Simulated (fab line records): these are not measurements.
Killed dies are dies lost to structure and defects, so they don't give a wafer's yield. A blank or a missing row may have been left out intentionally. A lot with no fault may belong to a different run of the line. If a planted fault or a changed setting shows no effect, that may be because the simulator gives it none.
Chamber matching ; flow nand harc ; NHARC_P_ZERO_WELL_DESCUM_39 on rie diel-05 has 4 sister chambers
The step chemistry O2, time 3 s. 8 wafers are shown with their chamber, then 12 later ones without.

WAFERS WITH THEIR CHAMBER
wafer;chamber;showerhead plenum p Torr (Torr);drypump motor current A (A)
L088.3;0;1.97;5.2
L088.4;1;1.83;6.0
L090.2;2;2.05;4.9
L090.4;1;1.82;6.0
L090.6;2;2.05;4.9
L090.1;3;1.87;5.3
L090.3;0;1.97;5.3
L090.5;3;1.87;5.3

WAFERS MISSING THEIR CHAMBER
wafer;showerhead plenum p Torr (Torr);drypump motor current A (A)
L091.1;1.82;6.1
L091.2;2.04;4.9
L091.5;1.82;6.1
L091.3;1.97;5.3
L091.4;1.87;5.3
L091.6;2.04;4.9
L093.1;1.86;5.3
L093.5;1.86;5.3
L093.6;1.97;5.3
L096.1;2.04;4.8
L096.3;1.86;5.3
L096.6;1.97;5.3

WHICH CHAMBER EACH WENT THROUGH
wafer;from the rows above;in truth
L091.1;1;1
L091.2;2;2
L091.5;1;1
L091.3;0;0
L091.4;3;3
L091.6;2;2
L093.1;3;3
L093.5;3;3
L093.6;0;0
L096.1;2;2
L096.3;3;3
L096.6;0;0
12 of 12 placed correctly. Can't be placed from these rows: 0. Placed wrongly: 0.
How it was worked out, from the rows above alone: a wafer's distance from a chamber is the root of the sum, over the readings, of the square of ((its reading less the chamber's mean) divided by the reading's scatter). If the next closest chamber is less than 2 further off than the closest, the wafer can't be placed; otherwise it belongs to the closest. A chamber's mean is the mean of its shown wafers. The scatter: the root of (the sum of the squares of (reading less its chamber's mean) over the shown wafers, divided by (wafers less chambers)).
